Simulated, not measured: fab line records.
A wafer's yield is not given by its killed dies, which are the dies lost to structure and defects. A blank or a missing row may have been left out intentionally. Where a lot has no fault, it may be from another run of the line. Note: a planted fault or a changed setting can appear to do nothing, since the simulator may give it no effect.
The same fault as seen by 3 desks / flow nand-harc / numbers are kept per desk, each desk with only its own; the story behind them comes last

== METROLOGY DESK ==
Means of the sampled wafers that have a number, per lot and without regard to the tool the lot ran on: this is what the gauges read. Marked OUT: a lot whose mean sits more than 4 standard deviations from the usual mean, which makes it out of limits; the brackets give that distance.
Columns: A = cd-nm at NHARC_A_SLIT_CD_MEAS_21, usual 289.6 nm
lot=L467; first seen here=day 20 00:44; A=289.9
lot=L474; first seen here=day 22 21:58; A=289.1
lot=L475; first seen here=day 23 23:46; A=289.7
lot=L480; first seen here=day 25 06:19; A=289.4
lot=L481; first seen here=day 26 03:14; A=290.0
lot=L484; first seen here=day 26 18:35; A=289.5
lot=L482; first seen here=day 27 07:03; A=290.4
lot=L483; first seen here=day 27 07:32; A=288.3
lot=L485; first seen here=day 27 10:54; A=290.2
lot=L486; first seen here=day 27 23:38; A=290.3
lot=L487; first seen here=day 28 06:55; A=287.9
lot=L488; first seen here=day 29 03:35; A=290.0
lot=L490; first seen here=day 29 17:32; A=289.9
Result from this desk: across the 13 lots, nothing is out of limits.

== TOOL OWNER'S DESK, rie-metal-01 ==
The tool's own readings at NHARC_A_WL_FILL_ETCHBACK_17 (etches the open film in Cl2/BCl3, target depth 4 nm, time 26.7 s): means of the sampled wafers that have a number, for each lot that ran on this tool. Marked OUT: a lot whose mean sits more than 4 standard deviations from the usual mean, which makes it out of limits; the brackets give that distance.
Columns: A = drypump-motor-current-A at NHARC_A_WL_FILL_ETCHBACK_17, usual 5.4 A; B = oes-product-au at NHARC_A_WL_FILL_ETCHBACK_17, usual 1.000 a.u.; C = run-length-s at NHARC_A_WL_FILL_ETCHBACK_17, usual 48.2 s
lot=L474; first seen here=day 23 18:41; A=5.1; B=1.004; C=47.6
lot=L481; first seen here=day 26 21:37; A=5.1; B=1.007; C=48.5
lot=L483; first seen here=day 28 01:14; A=5.1; B=1.005; C=48.6
lot=L485; first seen here=day 28 05:36; A=5.1; B=1.001; C=48.1
lot=L486; first seen here=day 28 21:26; A=5.2; B=1.000; C=48.3
lot=L487; first seen here=day 29 02:51; A=5.2; B=0.990; C=48.4
lot=L488; first seen here=day 29 23:52; A=5.1; B=1.002; C=48.0
Result from this desk: across the 7 lots, nothing is out of limits.

== THE DEFECT DESK ==
What the inspections along the route counted, lot by lot: means of the sampled wafers that have a number. Marked OUT: a lot whose mean sits more than 4 standard deviations from the usual mean, which makes it out of limits; the brackets give that distance.
Columns: A = raw-defect-count at NHARC_A_WL_FILL_INSPECT_15, usual 476
lot=L467; first seen here=day 21 04:41; A=443
lot=L474; first seen here=day 24 00:55; A=464
lot=L475; first seen here=day 25 05:29; A=438
lot=L480; first seen here=day 26 05:25; A=469
lot=L481; first seen here=day 27 04:02; A=350
lot=L484; first seen here=day 27 19:40; A=570
lot=L483; first seen here=day 28 07:34; A=524
lot=L482; first seen here=day 28 07:44; A=295
lot=L485; first seen here=day 28 11:50; A=392
lot=L486; first seen here=day 29 03:47; A=464
lot=L487; first seen here=day 29 09:13; A=578
lot=L488; first seen here=day 30 06:56; A=316
lot=L490; first seen here=day 30 19:45; A=454
Result from this desk: across the 13 lots, nothing is out of limits.

== TAKEN TOGETHER ==
At the metrology desk, nothing out of limits was observed.
The desk of the tool owner found nothing out of limits.
Nothing the defect desk looked at was out of limits.

== WHAT THE SIMULATOR PUT IN ==
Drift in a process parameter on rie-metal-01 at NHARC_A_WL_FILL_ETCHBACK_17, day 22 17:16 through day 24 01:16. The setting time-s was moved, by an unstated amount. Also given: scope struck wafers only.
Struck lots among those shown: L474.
